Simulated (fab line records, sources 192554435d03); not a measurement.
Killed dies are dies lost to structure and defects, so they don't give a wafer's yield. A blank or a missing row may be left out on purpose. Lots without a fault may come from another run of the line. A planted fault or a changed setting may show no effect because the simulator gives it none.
fab line records | flow n5_finfet
record lots=12 wafers=32 last_day=18
route steps=1938 shown BEOL_M6@1255 TV_OPEN@1889 PASSIVATION@1909
lots that met no fault: from a run of the same line without faults
start_h: hours from the record's first day to the start of the lot's first wafer shown | wait_h: hours since the lot's step before | " the same as in the row above | L1.1+2: a row that stands for several wafers | - no value, or no start given | * or withheld: withheld | < > ~ a bound
route shown NAME@n: a module of which the file shows steps, and the number in the route of the first | usual: mean/standard deviation of fault-free wafers | same: alike in all rows | chamber/n: place in a boat | sites: the reading at each site | _std_site: their standard deviation | _edge_site: outer sites' mean less inner sites' | radius_mm: how far each site lies from the wafer's centre | mask NAME#n: copy n | behind: the tool/chamber that last shaped the wafer | hold: why the lot was held/for how many hours/how that ended | device: the transistor (n, p or np) that didn't switch | end of line: the same wafers' tests at the end of the route | a step without rows: its recipe alone | killed: dies lost to structure and defects at the first sort, not the wafer's yield | map: a wafer's dies, x killed, . not, _ none there
set.NAME: the setting as run; set.NAME@STEP: as run at that earlier step | model.NAME: the simulator's own value behind a step, which no gauge read
steps of the route over a sample of lots; a table a step, a row a wafer
services: from which hour (start_h, from the record's first day; less than 0 if before it) a tool's chamber was out of use, for how many hours, and why
## steps
# step N5_BEOL_M6_ECD_50
# recipe material=Cu target_thk_a=3000
# columns lot.wafer tool chamber start_h wait_h
L305.4+6 ecd_cu-02 1,0 182.25 0.1
L306.1+2+4 ecd_cu-01 0,1,1 197.85 0.1
L308.2+5+6 ecd_cu-01 1,1,0 198.49 0.1
L307.2+3 ecd_cu-01 1 216.26 0.1
L311.1+3+4 ecd_cu-01 1,0,1 220.50 0.1
L313.3+4+6 ecd_cu-01 0,1,1 251.11 0.1
L318.2+3+6 ecd_cu-01 1,1,0 295.93 0.1
L320.2+4+6 ecd_cu-01 0 303.05 0.1
L322.1+2+4 ecd_cu-01 0,1,1 318.36 0.1
L328.2+4 ecd_cu-02 1 336.84 0.1
L325.3+5 ecd_cu-02 0 337.36 0.1
L327.4+5+6 ecd_cu-02 1,0,1 344.61 0.1
# step N5_PASSIVATION_STRIP_14
# recipe chemistry=O2 power_w=600 temp_c=60 pressure_mtorr=30 rf_frequency_hz=6e+07 bias_power_w=0 overash_fraction=0.5 o2_flow_sccm=225
# usual drypump_motor_current_A=6.0/0.41 oes_product_au=0.81/0.087 rf_vpp_V=3.8/0.96 showerhead_plenum_p_Torr=2.09/0.07 throttle_valve_pct=16.64/0.24
# columns lot.wafer tool chamber start_h wait_h drypump_motor_current_A oes_product_au rf_hours_counter_h rf_vpp_V showerhead_plenum_p_Torr throttle_valve_pct
L305.4 rie_diel-01 0 278.60 0.0 6.2 0.89 - 5.8 2.10 16.19
L305.6 " 2 " " 6.1 0.69 - 3.2 2.16 16.85
L306.1 rie_diel-02 0 283.14 0.1 6.7 0.86 82 3.1 2.14 16.39
L306.2 " 3 " " 5.8 0.73 206 4.8 1.98 16.48
L306.4 " 1 " " 5.7 0.71 189 4.9 2.01 17.21
L308.2 rie_diel-03 3 294.32 0.1 6.4 0.68 233 2.8 2.16 16.78
L308.5 " 1 " " 5.9 0.89 - 4.5 2.04 16.45
L308.6 " 0 " " 5.3 0.76 - 4.3 2.12 16.77
L307.2 rie_diel-02 1 301.89 0.1 5.7 0.71 195 3.1 2.01 17.21
L307.3 " 3 " " 5.9 0.71 212 3.8 1.98 16.47
L311.1 rie_diel-03 3 313.25 0.2 6.4 0.67 242 3.2 2.15 16.87
L311.3 " 3 " " 6.4 0.68 - 2.9 2.15 16.82
L311.4 " 1 " " 5.8 0.88 - 2.8 2.03 16.43
L313.3 rie_diel-02 1 325.07 0.1 5.7 0.71 204 3.9 2.00 17.22
L313.4 " 2 " " 5.7 0.93 32 3.4 2.20 16.58
L313.6 " 3 " " 5.9 0.72 - 3.0 1.97 16.49
L318.2 rie_diel-03 0 370.29 0.1 5.2 0.74 172 2.6 2.11 16.77
L318.3 " 3 " " 6.4 0.94 2 2.8 2.15 16.41
L318.6 " 3 " " 6.4 0.93 - 3.8 2.15 16.42
L320.2 rie_diel-02 0 392.16 0.1 6.7 0.81 114 4.0 2.13 16.46
L320.4 " 2 " " 5.7 0.89 53 5.2 2.20 16.62
L320.6 " 2 " " 5.7 0.90 - 2.5 2.20 16.63
L322.1 rie_diel-01 0 393.20 0.1 6.2 0.84 66 3.6 2.09 16.25
L322.2 " 2 " " 6.1 0.67 224 3.8 2.14 16.93
L322.4 " 1 " " 6.1 0.83 - 2.7 2.04 16.82
L325.3 rie_diel-02 2 419.32 0.1 5.7 0.87 60 4.1 2.19 16.67
L325.5 " 0 " " 6.6 0.80 - 3.3 2.12 16.47
L327.4 rie_diel-03 1 423.52 0.1 5.8 0.83 88 3.2 2.02 16.57
L327.5 " 1 " " 5.9 0.82 - 3.6 2.02 16.54
L327.6 " 0 " " 5.2 0.73 - 1.7 2.10 16.84
L328.2 rie_diel-03 3 429.52 0.1 6.5 0.87 23 3.5 2.14 16.44
L328.4 " 0 " " 5.2 0.73 191 3.0 2.10 16.80
# step N5_PASSIVATION_ETCH_15
# recipe chemistry=CF4/N2 target=SiCN target_depth_a=750 taper_deg=2 time_s=81.2 ion_energy_ev=150 mask_material=SiNx pressure_mtorr=40 source_w=430 bias_w=70 Ar_flow_sccm=100 cf4_flow_sccm=60 n2_flow_sccm=60
# usual drypump_motor_current_A=6.0/0.41 oes_product_au=0.81/0.095 rf_vpp_V=382.0/2.2 showerhead_plenum_p_Torr=2.19/0.075 throttle_valve_pct=15.41/0.23
# columns lot.wafer tool chamber start_h wait_h drypump_motor_current_A oes_product_au rf_hours_counter_h rf_vpp_V showerhead_plenum_p_Torr throttle_valve_pct
L305.4 rie_diel-01 0 - - 6.2 0.87 - 384.0 2.24 15.15
L305.6 " 2 " " 6.0 0.72 - 385.0 2.27 15.65
L306.1 rie_diel-02 0 - - 6.6 0.84 82 381.0 2.24 15.13
L306.2 " 3 " " 5.9 0.71 206 378.8 2.10 15.34
L306.4 " 1 " " 5.8 0.71 189 380.2 2.11 15.88
L308.2 rie_diel-03 3 - - 6.4 0.70 233 384.5 2.26 15.57
L308.5 " 1 " " 5.9 0.86 - 380.0 2.15 15.24
L308.6 " 0 " " 5.2 0.76 - 383.2 2.20 15.39
L307.2 rie_diel-02 1 - - 5.7 0.71 195 378.0 2.10 15.90
L307.3 " 3 " " 5.8 0.70 212 379.4 2.10 15.36
L311.1 rie_diel-03 3 - - 6.4 0.69 242 385.0 2.26 15.60
L311.3 " 3 " " 6.4 0.68 - 383.3 2.26 15.60
L311.4 " 1 " " 5.8 0.85 - 380.7 2.15 15.25
L313.3 rie_diel-02 1 - - 5.7 0.69 204 380.5 2.10 15.92
L313.4 " 2 " " 5.7 0.97 32 384.6 2.34 15.48
L313.6 " 3 " " 5.8 0.70 - 379.4 2.10 15.37
L318.2 rie_diel-03 0 - - 5.3 0.73 172 380.1 2.19 15.43
L318.3 " 3 " " 6.4 0.98 2 383.2 2.25 15.13
L318.6 " 3 " " 6.4 0.99 - 384.4 2.25 15.12
L320.2 rie_diel-02 0 - - 6.7 0.80 114 382.4 2.23 15.18
L320.4 " 2 " " 5.7 0.93 53 383.9 2.33 15.52
L320.6 " 2 " " 5.7 0.93 - 386.2 2.33 15.53
L322.1 rie_diel-01 0 - - 6.2 0.83 66 382.0 2.23 15.23
L322.2 " 2 " " 6.1 0.70 224 385.9 2.26 15.72
L322.4 " 1 " " 6.1 0.82 - 380.2 2.15 15.54
L325.3 rie_diel-02 2 - - 5.7 0.92 60 386.6 2.33 15.55
L325.5 " 0 " " 6.6 0.79 - 382.4 2.22 15.20
L327.4 rie_diel-03 1 - - 5.8 0.80 88 379.9 2.14 15.31
L327.5 " 1 " " 5.9 0.80 - 380.4 2.13 15.35
L327.6 " 0 " " 5.2 0.72 - 381.9 2.18 15.49
L328.2 rie_diel-03 3 - - 6.4 0.91 23 384.8 2.25 15.18
L328.4 " 0 " " 5.3 0.72 191 380.8 2.18 15.49
# step N5_PASSIVATION_AL_ETCH_33
# recipe chemistry=Cl2/BCl3 target_depth_a=28000 over_etch_frac=0.15 Cl2_flow_sccm=180 bcl3_flow_sccm=60 target=Al stop_on=TaN time_s=466.7 ion_energy_ev=100 pressure_mtorr=10 icp_w=900 bias_w=100
# usual drypump_motor_current_A=5.65/0.27 oes_product_au=0.77/0.058 throttle_valve_pct=34.8/0.38
# columns lot.wafer tool chamber start_h wait_h drypump_motor_current_A oes_product_au rf_hours_counter_h throttle_valve_pct
L305.4 rie_metal-01 0 280.40 0.2 5.40 0.76 - 34.9
L305.6 " 0 " " 5.39 0.76 - 34.9
L306.1 rie_metal-02 0 284.41 0.1 5.29 0.83 4 34.0
L306.2 " 1 " " 5.80 0.77 14 34.8
L306.4 " 1 " " 5.79 0.78 - 34.8
L308.2 rie_metal-01 0 296.06 0.1 5.40 0.76 22 34.9
L308.5 " 0 " " 5.39 0.76 - 34.9
L308.6 " 1 " " 5.86 0.81 - 35.2
L307.2 rie_metal-02 1 303.91 0.1 5.81 0.79 16 34.7
L307.3 " 0 " " 5.29 0.83 - 34.0
L311.1 rie_metal-01 1 314.62 0.1 5.82 0.79 16 35.3
L311.3 " 0 " " 5.41 0.74 - 34.9
L311.4 " 1 " " 5.92 0.79 - 35.3
L313.3 rie_metal-03 0 327.64 0.2 6.00 0.88 - 34.5
L313.4 " 1 " " 5.46 0.66 - 34.6
L313.6 " 1 " " 5.44 0.66 - 34.6
L318.2 rie_metal-01 1 372.17 0.1 5.84 0.77 20 35.3
L318.3 " 0 " " 5.40 0.73 - 35.0
L318.6 " 0 " " 5.40 0.72 - 35.0
L320.2 rie_metal-02 0 393.99 0.1 5.27 0.77 14 34.0
L320.4 " 1 " " 5.80 0.73 - 34.8
L320.6 " 1 " " 5.82 0.74 - 34.8
L322.1 rie_metal-03 0 394.40 0.1 5.98 0.80 12 34.7
L322.2 " 0 " " 5.97 0.81 - 34.6
L322.4 " 0 " " 6.00 0.81 - 34.6
L325.3 rie_metal-02 0 420.89 0.2 5.29 0.78 - 34.0
L325.5 " 1 " " 5.81 0.75 - 34.7
L327.4 rie_metal-03 0 425.76 0.2 6.04 0.79 - 34.6
L327.5 " 1 " " 5.45 0.63 - 34.7
L327.6 " 0 " " 6.04 0.80 - 34.6
L328.2 rie_metal-01 0 431.35 0.1 5.39 0.69 34 35.0
L328.4 " 1 " " 5.80 0.75 - 35.3
# step N5_PASSIVATION_PROBE_49
# usual defect_limited_yield=91.1/1.3 killed_at_M0_to_M3=32/9.7 killed_at_M4_up=16/6 killed_at_contacts=12/5.9 killed_at_front_end=41/11 killed_at_other=4/3.1 killed_dies=104/16 killed_on_rim=14/4 killed_open=68/12 killed_short=34/7.4 sort_bin_5_function=5.1/0.85 sort_bin_6_memory=3.3/0.66 sort_bin_8_speed=0.1/0.53 sort_n_pass=1075/16 sort_yield_pct=91.1/1.4
# same gross_dies=1180 killed_at_back_side=0 sort_bin_4_leakage[%]=0
# columns lot.wafer tool chamber start_h wait_h defect_limited_yield[%] killed_at_M0_to_M3 killed_at_M4_up killed_at_contacts killed_at_front_end killed_at_other killed_dies killed_on_rim killed_open killed_short sort_bin_5_function[%] sort_bin_6_memory[%] sort_bin_8_speed[%] sort_n_pass sort_yield_pct[%]
L308.2 prober-02 - 300.92 0.1 91.6 18 19 21 39 2 99 16 75 23 4.7 3.6 0 1081 91.6
L308.5 prober-02 - 301.07 0.2 89.1 33 24 30 41 1 129 14 94 34 6.0 4.4 0 1051 89.1
L308.6 prober-02 - 301.12 0.3 92.2 27 25 3 34 3 92 11 62 29 4.7 2.7 0.4 1083 91.8
L318.2 prober-02 - 376.96 0.1 70.2 33 271 9 37 2 352 37 73 30 17.8 10.2 0 828 70.2
L318.3 prober-02 - 377.01 0.1 68.8 36 291 9 29 3 368 46 71 32 17.7 11.1 0 812 68.8
L318.6 prober-02 - 377.16 0.3 72.5 23 264 17 21 0 325 42 59 22 17.9 8.6 0 855 72.5
L320.2 prober-02 - 399.00 0.1 71.2 42 236 9 53 0 340 38 76 29 17.4 9.9 0 840 71.2
L320.4 prober-02 - 399.10 0.2 70.3 39 244 14 47 6 350 51 69 39 17.3 11.1 0 830 70.3
L320.6 prober-02 - 399.20 0.3 72.5 56 225 11 30 3 325 46 69 37 17.0 9.2 0 855 72.5
L322.1 prober-01 - 399.94 0.0 70.9 16 288 6 33 0 343 39 48 25 18.1 9.7 0 837 70.9
L322.2 prober-01 - 399.99 0.1 68.9 23 286 10 44 4 367 41 60 30 18.0 11.2 0 813 68.9
L322.4 prober-01 - 400.09 0.2 73.7 13 259 5 30 3 310 39 40 22 16.7 8.3 0 870 73.7
L325.3 prober-02 - 425.73 0.1 90.1 40 19 12 41 5 117 19 81 31 5.7 3.9 0 1063 90.1
L325.5 prober-02 - 425.83 0.2 91.8 33 7 17 36 4 97 15 66 30 4.4 3.3 0 1083 91.8
# killed by level:class
L308.2 MOL_CONTACT_COAG:geometric_particle:open=19 FIN_SAQP:geometric_particle:open=9 BEOL_M4:geometric_particle:open=8 FIN_SAQP:geometric_particle:short=7 STARTING-WAFER:geometric_particle:open=6 BEOL_M2:geometric_particle:open=5 DUMMY_GATE:geometric_particle:open=5 BEOL_M0_SAQP:geometric_particle:open=5
L308.5 MOL_CONTACT_COAG:geometric_particle:open=24 BEOL_M2:geometric_particle:open=14 BEOL_M4:geometric_particle:open=10 FIN_SAQP:geometric_particle:open=9 STARTING-WAFER:geometric_particle:open=7 FIN_SAQP:geometric_particle:short=6 MOL_CONTACT_COAG:geometric_particle:short=6 BEOL_M0_SAQP:geometric_particle:short=6
L308.6 FIN_SAQP:geometric_particle:open=10 BEOL_M1:geometric_particle:open=8 BEOL_M4:geometric_particle:open=8 BEOL_M2:geometric_particle:open=7 BEOL_M5:geometric_particle:open=7 GATE_CUT:geometric_particle:short=6 BEOL_M4:geometric_particle:short=5 DUMMY_GATE:geometric_particle:open=3
L318.2 BEOL_M6:unspecified=249 BEOL_M4:geometric_particle:open=16 STI_FIN_REVEAL:geometric_particle:open=12 BEOL_M1:geometric_particle:open=9 MOL_CONTACT_COAG:geometric_particle:open=7 DUMMY_GATE:geometric_particle:open=6 FIN_SAQP:geometric_particle:open=5 FIN_SAQP:geometric_particle:short=5
L318.3 BEOL_M6:unspecified=265 BEOL_M4:geometric_particle:open=13 STI_FIN_REVEAL:geometric_particle:open=12 BEOL_M1:geometric_particle:open=11 MOL_CONTACT_COAG:geometric_particle:open=7 BEOL_M4:geometric_particle:short=7 BEOL_M3:geometric_particle:open=7 FIN_SAQP:geometric_particle:short=4
L318.6 BEOL_M6:unspecified=243 MOL_CONTACT_COAG:geometric_particle:open=13 BEOL_M4:geometric_particle:open=11 BEOL_M2:geometric_particle:open=8 STI_FIN_REVEAL:geometric_particle:open=6 BEOL_M1:geometric_particle:open=5 BEOL_M3:geometric_particle:open=5 MOL_CONTACT_COAG:geometric_particle:short=4
L320.2 BEOL_M6:unspecified=228 FIN_SAQP:geometric_particle:open=13 BEOL_M3:geometric_particle:open=12 FIN_SAQP:geometric_particle:short=10 BEOL_M0_SAQP:geometric_particle:open=10 BEOL_M2:geometric_particle:open=8 MOL_CONTACT_COAG:geometric_particle:open=7 HKMG_FIN:area_etch=7
L320.4 BEOL_M6:unspecified=239 MOL_CONTACT_COAG:geometric_particle:open=13 FIN_SAQP:geometric_particle:open=11 BEOL_M0_SAQP:geometric_particle:short=11 BEOL_M2:geometric_particle:open=11 FIN_SAQP:geometric_particle:short=10 BEOL_M0_SAQP:geometric_particle:open=6 BEOL_M2:geometric_particle:short=4
L320.6 BEOL_M6:unspecified=219 BEOL_M0_SAQP:geometric_particle:short=14 BEOL_M2:geometric_particle:open=11 BEOL_M0_SAQP:geometric_particle:open=11 FIN_SAQP:geometric_particle:open=10 MOL_CONTACT_COAG:geometric_particle:open=10 FIN_SAQP:geometric_particle:short=8 BEOL_M3:geometric_particle:open=8
L322.1 BEOL_M6:unspecified=269 BEOL_M3:geometric_particle:open=7 FIN_SAQP:geometric_particle:short=5 DUMMY_GATE:geometric_particle:open=5 BEOL_M4:geometric_particle:open=5 STARTING-WAFER:geometric_particle:open=5 GATE_CUT:geometric_particle:short=4 MOL_CONTACT_COAG:geometric_particle:open=4
L322.2 BEOL_M6:unspecified=269 STI_FIN_REVEAL:geometric_particle:open=12 BEOL_M4:geometric_particle:open=8 HKMG_FIN:area_etch=8 MOL_CONTACT_COAG:geometric_particle:open=7 BEOL_M0_SAQP:geometric_particle:open=7 DUMMY_GATE:geometric_particle:open=6 BEOL_M3:geometric_particle:open=5
L322.4 BEOL_M6:unspecified=247 FIN_SAQP:geometric_particle:short=8 DUMMY_GATE:geometric_particle:open=7 MOL_CONTACT_COAG:geometric_particle:open=4 BEOL_M3:geometric_particle:open=4 GATE_CUT:geometric_particle:short=3 BEOL_M1:geometric_particle:open=3 PASS1_DEP:geometric_particle:open=3
L325.3 FIN_SAQP:geometric_particle:open=13 BEOL_M0_SAQP:geometric_particle:open=11 MOL_CONTACT_COAG:geometric_particle:open=10 BEOL_M3:geometric_particle:open=9 BEOL_M0_SAQP:geometric_particle:short=8 BEOL_M4:geometric_particle:open=6 STI_FIN_REVEAL:geometric_particle:open=5 GATE_CUT:geometric_particle:short=5
L325.5 MOL_CONTACT_COAG:geometric_particle:open=12 BEOL_M3:geometric_particle:open=11 DUMMY_GATE:geometric_particle:open=9 BEOL_M0_SAQP:geometric_particle:open=6 GATE_CUT:geometric_particle:open=5 MOL_CONTACT_COAG:geometric_particle:short=5 BEOL_M0_SAQP:geometric_particle:short=4 DUMMY_GATE:geometric_particle:short=4
## services
# columns tool chamber start_h hours kind
rie_metal-01 - 158.39 2.1 repair
rie_diel-02 3 159.82 13.2 repair
rie_diel-01 - 185.38 2.8 pm
rie_metal-03 0 188.68 12.9 repair
rie_diel-01 1 203.57 9.8 repair
ecd_cu-02 - 254.18 1.9 repair
rie_diel-01 3 254.41 9.7 repair
rie_diel-02 3 255.88 9.2 repair
rie_diel-03 3 274.13 5.8 repair
rie_diel-01 3 275.10 4.1 repair
ecd_cu-02 - 283.06 1.0 repair
rie_metal-03 - 295.92 14.6 pm
rie_diel-03 0 311.45 3.0 repair
rie_metal-01 0 320.04 4.9 repair
rie_metal-01 - 327.12 14.6 pm
rie_metal-03 - 337.52 1.8 repair
rie_diel-02 1 338.28 8.1 repair
rie_diel-02 - 367.53 0.8 repair
rie_metal-02 - 391.00 2.6 repair
ecd_cu-01 - 400.76 0.5 repair
rie_diel-03 1 400.97 6.0 repair
rie_diel-03 0 405.67 8.9 repair
rie_metal-02 1 417.17 3.0 repair
rie_metal-02 - 425.12 15.5 repair
## key
first_sign step=N5_PASSIVATION_PROBE_49 reading=killed_at_M4_up direction=up sigmas=41 usual=16 struck=263
effect step=N5_PASSIVATION_PROBE_49 reading=defect_limited_yield direction=down sigmas=15 usual=91.1 struck=71.0
more_kills_born_at N5_BEOL_M6_ECD_50@ecd_cu-01=2228
met_at N5_BEOL_M6_ECD_50
struck_lots L318,L320,L322
not_acting_at N5_PASSIVATION_STRIP_14,N5_PASSIVATION_ETCH_15,N5_PASSIVATION_AL_ETCH_33
onset_between 251.11 295.93
fault kind=chamber_particle_source tool=ecd_cu-01 chamber=- onset_h=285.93 steps=N5_BEOL_M6_ECD_50 rate_per_visit_cm2=0.46448 end_h=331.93
